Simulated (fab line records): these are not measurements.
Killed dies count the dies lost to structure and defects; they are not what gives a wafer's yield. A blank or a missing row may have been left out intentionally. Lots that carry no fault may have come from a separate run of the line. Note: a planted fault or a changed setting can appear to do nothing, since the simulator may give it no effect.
What tool caused it? :: flow nandHarc :: Sampling: 12 lots, 36 wafers, 3 of 1302 route steps

== WHAT EACH GAUGE READ, for each wafer ==
NHARC_P_START_INSPECT_01. Usual: rawDefectCount at 4.0, with a standard deviation of 1.9.
lot: L259
measured: day 1 20:02
on: defectInspect-01
rawDefectCount: 4 4 2
flag: 

lot: L261
measured: day 2 16:03
on: defectInspect-02
rawDefectCount: 1 3 3
flag: 

lot: L263
measured: day 3 12:02
on: defectInspect-01
rawDefectCount: 5 4 5
flag: 

lot: L264
measured: day 3 22:02
on: defectInspect-01
rawDefectCount: 2 5 3
flag: 

lot: L270
measured: day 6 10:03
on: defectInspect-01
rawDefectCount: 4 4 6
flag: 

lot: L272
measured: day 7 06:02
on: defectInspect-02
rawDefectCount: 5 7 5
flag: 

lot: L273
measured: day 7 16:02
on: defectInspect-01
rawDefectCount: 1 4 6
flag: 

lot: L275
measured: day 8 12:02
on: defectInspect-02
rawDefectCount: 5 4 4
flag: 

lot: L279
measured: day 10 04:02
on: defectInspect-02
rawDefectCount: 2 3 2
flag: 

lot: L280
measured: day 10 14:02
on: defectInspect-02
rawDefectCount: 4 3 4
flag: 

lot: L281
measured: day 11 00:02
on: defectInspect-01
rawDefectCount: 3 2 4
flag: 

lot: L282
measured: day 11 10:03
on: defectInspect-01
rawDefectCount: 1 4 6
flag: 

NHARC_P_STI_OVL_MEAS_10. Usual: overlayXNm 5 nm, standard deviation 6.7; overlayYNm -1 nm, standard deviation 6.8.
lot: L259
measured: day 2 20:45
on: overlay-02
overlayXNm (nm): 14 14 14
overlayYNm (nm): -11 -10 -11
flag: 

lot: L261
measured: day 3 17:14
on: overlay-02
overlayXNm (nm): -5 -5 -6
overlayYNm (nm): -2 -2 -1
flag: 

lot: L263
measured: day 4 11:25
on: overlay-01
overlayXNm (nm): 7 7 6
overlayYNm (nm): -1 -1 -1
flag: 

lot: L264
measured: day 4 23:22
on: overlay-02
overlayXNm (nm): 18 19 19
overlayYNm (nm): 16 17 16
flag: 

lot: L270
measured: day 7 11:05
on: overlay-01
overlayXNm (nm): 12 11 12
overlayYNm (nm): 9 9 9
flag: 

lot: L272
measured: day 8 04:43
on: overlay-01
overlayXNm (nm): 0 0 -1
overlayYNm (nm): 2 2 3
flag: 

lot: L273
measured: day 8 16:02
on: overlay-02
overlayXNm (nm): 6 7 7
overlayYNm (nm): -5 -4 -4
flag: 

lot: L275
measured: day 9 11:41
on: overlay-01
overlayXNm (nm): -10 -9 -9
overlayYNm (nm): 1 0 1
flag: 

lot: L279
measured: day 11 07:50
on: overlay-01
overlayXNm (nm): 2 2 2
overlayYNm (nm): 2 1 2
flag: 

lot: L280
measured: day 11 15:37
on: overlay-02
overlayXNm (nm): 11 10 11
overlayYNm (nm): 1 1 1
flag: 

lot: L281
measured: day 12 01:02
on: overlay-01
overlayXNm (nm): 1 1 2
overlayYNm (nm): -2 -1 -1
flag: 

lot: L282
measured: day 12 11:04
on: overlay-02
overlayXNm (nm): -4 -4 -5
overlayYNm (nm): 8 8 7
flag: 

== WHICH TOOL RAN EACH LOT (tool, then ch and the chambers of the sampled wafers, then the start) ==
lot: L259
NHARC_P_ZERO_WELL_ETCH_65: rieDiel-09 ch 1,2, day 1 23:13

lot: L261
NHARC_P_ZERO_WELL_ETCH_65: rieDiel-09 ch 0,1,3, day 2 17:22

lot: L263
NHARC_P_ZERO_WELL_ETCH_65: rieDiel-03 ch 1,2,3, day 3 13:29

lot: L264
NHARC_P_ZERO_WELL_ETCH_65: rieDiel-09 ch 0,2,3, day 3 23:21

lot: L270
NHARC_P_ZERO_WELL_ETCH_65: rieDiel-08 ch 1,2, day 6 11:29

lot: L272
NHARC_P_ZERO_WELL_ETCH_65: rieDiel-03 ch 2,3, day 7 07:29

lot: L273
NHARC_P_ZERO_WELL_ETCH_65: rieDiel-03 ch 1,3, day 7 18:07

lot: L275
NHARC_P_ZERO_WELL_ETCH_65: rieDiel-09 ch 0,1, day 8 13:30

lot: L279
NHARC_P_ZERO_WELL_ETCH_65: rieDiel-08 ch 1,2,3, day 10 05:37

lot: L280
NHARC_P_ZERO_WELL_ETCH_65: rieDiel-09 ch 1,2,3, day 10 15:24

lot: L281
NHARC_P_ZERO_WELL_ETCH_65: rieDiel-09 ch 0,3, day 11 01:26

lot: L282
NHARC_P_ZERO_WELL_ETCH_65: rieDiel-03 ch 0,1,2, day 11 11:23
- NHARC_P_ZERO_WELL_ETCH_65: etches the open film in N2/H2, target depth 80 nm, overetch 24 nm, time 87.88 s.

== WHAT THE TOOLS THEMSELVES READ (means of the sampled wafers that have a number; where no wafer has one, the mark that the record gives instead) ==
NHARC_P_ZERO_WELL_ETCH_65. Usual: chamberPressureMTorr 30.00 mTorr, standard deviation 0.031; drypumpMotorCurrentA 5.6 A, standard deviation 0.46; h2FlowSccm 150.0 sccm, standard deviation 0.47; oesProductAu 1.001 a.u., standard deviation 0.013; rfVppV 430.8 V, standard deviation 2.1; runLengthS 109.4 s, standard deviation 0.44; showerheadPlenumPTorr 2.05 Torr, standard deviation 0.075; throttleValvePct 14.172 %, standard deviation 0.0084.
lot: L259
tool: rieDiel-09
chamberPressureMTorr (mTorr): 30.01
drypumpMotorCurrentA (A): 5.6
h2FlowSccm (sccm): 150.2
oesProductAu (a.u.): 0.993
rfVppV (V): 433.3
runLengthS (s): 109.5
showerheadPlenumPTorr (Torr): 2.11
throttleValvePct (%): 14.164
flag: 

lot: L261
tool: rieDiel-09
chamberPressureMTorr (mTorr): 30.02
drypumpMotorCurrentA (A): 6.0
h2FlowSccm (sccm): 150.3
oesProductAu (a.u.): 0.996
rfVppV (V): 431.0
runLengthS (s): 109.6
showerheadPlenumPTorr (Torr): 2.06
throttleValvePct (%): 14.165
flag: 

lot: L263
tool: rieDiel-03
chamberPressureMTorr (mTorr): 30.03
drypumpMotorCurrentA (A): 5.6
h2FlowSccm (sccm): 150.4
oesProductAu (a.u.): 1.003
rfVppV (V): 429.5
runLengthS (s): 109.5
showerheadPlenumPTorr (Torr): 1.99
throttleValvePct (%): 14.182
flag: 

lot: L264
tool: rieDiel-09
chamberPressureMTorr (mTorr): 30.02
drypumpMotorCurrentA (A): 5.9
h2FlowSccm (sccm): 150.2
oesProductAu (a.u.): 1.012
rfVppV (V): 431.7
runLengthS (s): 109.4
showerheadPlenumPTorr (Torr): 2.08
throttleValvePct (%): 14.180
flag: 

lot: L270
tool: rieDiel-08
chamberPressureMTorr (mTorr): 29.99
drypumpMotorCurrentA (A): 5.6
h2FlowSccm (sccm): 149.3
oesProductAu (a.u.): 1.003
rfVppV (V): 430.4
runLengthS (s): 109.5
showerheadPlenumPTorr (Torr): 2.04
throttleValvePct (%): 14.178
flag: 

lot: L272
tool: rieDiel-03
chamberPressureMTorr (mTorr): 30.03
drypumpMotorCurrentA (A): 5.1
h2FlowSccm (sccm): 150.0
oesProductAu (a.u.): 1.006
rfVppV (V): 428.7
runLengthS (s): 109.1
showerheadPlenumPTorr (Torr): 1.98
throttleValvePct (%): 14.170
flag: 

lot: L273
tool: rieDiel-03
chamberPressureMTorr (mTorr): 29.99
drypumpMotorCurrentA (A): 5.8
h2FlowSccm (sccm): 150.1
oesProductAu (a.u.): 1.023
rfVppV (V): 427.5
runLengthS (s): 109.3
showerheadPlenumPTorr (Torr): 1.94
throttleValvePct (%): 14.179
flag: 

lot: L275
tool: rieDiel-09
chamberPressureMTorr (mTorr): 29.98
drypumpMotorCurrentA (A): 5.7
h2FlowSccm (sccm): 149.9
oesProductAu (a.u.): 0.975
rfVppV (V): 430.9
runLengthS (s): 109.5
showerheadPlenumPTorr (Torr): 2.04
throttleValvePct (%): 14.161
flag: 

lot: L279
tool: rieDiel-08
chamberPressureMTorr (mTorr): 30.00
drypumpMotorCurrentA (A): 5.4
h2FlowSccm (sccm): 150.1
oesProductAu (a.u.): 1.012
rfVppV (V): 431.6
runLengthS (s): 109.4
showerheadPlenumPTorr (Torr): 2.08
throttleValvePct (%): 14.169
flag: 

lot: L280
tool: rieDiel-09
chamberPressureMTorr (mTorr): 30.01
drypumpMotorCurrentA (A): 5.9
h2FlowSccm (sccm): 149.9
oesProductAu (a.u.): 0.991
rfVppV (V): 431.5
runLengthS (s): 112.3
showerheadPlenumPTorr (Torr): 2.07
throttleValvePct (%): 14.173
flag: OFF

lot: L281
tool: rieDiel-09
chamberPressureMTorr (mTorr): 29.99
drypumpMotorCurrentA (A): 6.3
h2FlowSccm (sccm): 150.2
oesProductAu (a.u.): 0.999
rfVppV (V): 430.9
runLengthS (s): 112.4
showerheadPlenumPTorr (Torr): 2.05
throttleValvePct (%): 14.169
flag: OFF

lot: L282
tool: rieDiel-03
chamberPressureMTorr (mTorr): 30.01
drypumpMotorCurrentA (A): 5.4
h2FlowSccm (sccm): 150.0
oesProductAu (a.u.): 1.006
rfVppV (V): 429.8
runLengthS (s): 109.5
showerheadPlenumPTorr (Torr): 2.01
throttleValvePct (%): 14.168
flag: 

== THE ANSWER, worked out from the rows above alone ==
Rule: take the mean of a lot's wafers that have a number; if it is more than 3 standard deviations from the usual mean, the lot is off. A lot without any number at a reading at which 4 lots or more have one is off too. Any other lot the step has rows for is counted as sound. First the gauges in route order, then the tools' own readings, where a lot's mean is used as printed above. At the first step where some lot is off, the reading lying furthest off is the one used; lots without a number count as furthest.
Off: L280, L281 (NHARC_P_ZERO_WELL_ETCH_65, runLengthS).
If a tool, at that step or one of the process steps before it, ran each lot that is off and ran no sound lot following the first of them, it fits. One fits: rieDiel-09 at NHARC_P_ZERO_WELL_ETCH_65. A fault onset in the window from L275 (day 8 13:30, its last sound lot) to L280 (day 10 15:24, its first lot off) fits.
On the lots that are off, the tool's own readings at NHARC_P_ZERO_WELL_ETCH_65 differ by more than 5 times the standard deviation of the sound lots' means, which bears it out; runLengthS reads 112.3 s there versus 109.4 s on the sound lots.

== WHAT WAS PUT IN BY THE SIMULATOR ==
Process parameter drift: rieDiel-09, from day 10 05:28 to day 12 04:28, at NHARC_P_ZERO_WELL_ETCH_65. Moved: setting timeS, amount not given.
Struck lots among those shown: L280, L281. Same finding as the rule above.
